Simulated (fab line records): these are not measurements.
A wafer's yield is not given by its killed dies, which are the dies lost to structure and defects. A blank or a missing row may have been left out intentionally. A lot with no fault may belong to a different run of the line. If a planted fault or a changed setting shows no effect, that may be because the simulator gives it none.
A lot that was struck, set against a sound lot | flow nand_harc | 14 steps out of a route of 1302
Sound: the wafers L915.1, L915.4, L915.5. Wafers struck: L923.2, L923.3, L923.5. The cause is given at the end.
Order at every step that has rows: each side's tool, ch and its chambers, its first start. Under that, the readings that differ: sound wafers | struck wafers | difference of the means | sigmas: that difference in standard deviations of wafers without a fault.
alike: same words and numbers on both sides, and readings whose means sit less than 2 such deviations apart. not compared: any withheld reading, any reading some wafer has no value for, any bound like >300 that may hide the same value, and any number with overlapping values for which the record gives no deviation.
The two part at a step that has a row with sigmas, a row that says differs or no value, or rows on one side only. Numbers that have no deviation but don't overlap get no sigmas and don't part them. A reading that every wafer of one side lacks parts them only if that side has two wafers or more.

first, 5 steps without rows for these wafers: NHARC_A_STAIRCASE_EBR_180; NHARC_A_STAIRCASE_EXPOSE_181 (exposes mask STAIR 2); NHARC_A_STAIRCASE_PEB_182 (peb time 130 s); NHARC_A_STAIRCASE_DEVELOP_183 (time 140 s); NHARC_A_STAIRCASE_HARDBAKE_185 (time 140 s).
NHARC_A_STAIRCASE_DESCUM_186: chemistry O2, time 3 s.
  sound on rie_diel-12 ch 1,2,3, day 17 10:45; struck on rie_diel-04 ch 0,1,3, day 20 11:50
  alike: drypump_motor_current_A, oes_product_au, rf_vpp_V, showerhead_plenum_p_Torr, throttle_valve_pct
  not compared: rf_hours_counter_h
NHARC_A_STAIRCASE_TRIM_187: chemistry O2, time 211.2 s.
  sound on rie_diel-12 ch 2,3, day 17 10:50; struck on rie_diel-04 ch 0,1,2, day 20 11:55
  alike: drypump_motor_current_A, oes_product_au, rf_vpp_V, showerhead_plenum_p_Torr, throttle_valve_pct
  not compared: rf_hours_counter_h
NHARC_A_STAIRCASE_ETCH_188: etches the open film in C4F8/O2, target depth 100 nm, time 40.5 s.
  sound on rie_diel-12 ch 1,2; struck on rie_diel-04 ch 0,2,3
  alike: bias_w, oes_product_au, rf_fwd_power_W, rf_vpp_V
  not compared: rf_hours_counter_h
NHARC_A_STAIRCASE_TRIM_189: chemistry O2, time 211.2 s.
  sound on rie_diel-12 ch 0,1,3; struck on rie_diel-04 ch 0,3
  alike: drypump_motor_current_A, oes_product_au, rf_vpp_V, showerhead_plenum_p_Torr, throttle_valve_pct
  not compared: rf_hours_counter_h
then, 2 steps without rows for these wafers: NHARC_A_STAIRCASE_ETCH_190 (etches the open film in C4F8/O2, target depth 100 nm, time 40.5 s); NHARC_A_STAIRCASE_TRIM_191 (chemistry O2, time 211.2 s).
NHARC_A_STAIRCASE_ETCH_192: etches the open film in C4F8/O2, target depth 100 nm, time 40.5 s.
  sound on rie_diel-12 ch 0,3, day 17 11:28; struck on rie_diel-04 ch 0,2,3, day 20 13:35
  reading               | sound             | struck            | difference | sigmas
  oes_product_au (a.u.) | 0.964 0.931 0.964 | 0.845 0.851 0.841 | -0.107     | -9
  rf_fwd_power_W (W)    | 591.7 589.0 591.8 | 498.8 499.6 493.8 | -93.4      | -33
  alike: bias_w, rf_vpp_V
  not compared: rf_hours_counter_h
NHARC_A_STAIRCASE_TRIM_193: chemistry O2, time 211.2 s.
  sound on rie_diel-12 ch 1,2,3; struck on rie_diel-04 ch 2,3
  alike: drypump_motor_current_A, oes_product_au, rf_vpp_V, showerhead_plenum_p_Torr, throttle_valve_pct
  not compared: rf_hours_counter_h
-- break in the record here, with 9 days between the starts of the struck wafers on either side (left off in module A_STAIRCASE, picked up again in module END, where the first step shown is number 1302 on the route) --
NHARC_END_SORT_01:
  sound on prober-02 ch 0, day 26 04:49; struck on prober-01 ch 0, day 29 13:51
  alike: killed_at_array, killed_at_other, killed_at_periphery, killed_dies, killed_open, killed_short

== WHERE THEY PART ==
NHARC_A_STAIRCASE_ETCH_192 only, going by this record. Later steps at which nothing parts them and some readings are alike: NHARC_A_STAIRCASE_TRIM_193, NHARC_END_SORT_01.

WHY: what had been put in by the simulator
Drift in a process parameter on rie_diel-04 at NHARC_A_STAIRCASE_ETCH_192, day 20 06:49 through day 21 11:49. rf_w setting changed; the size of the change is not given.
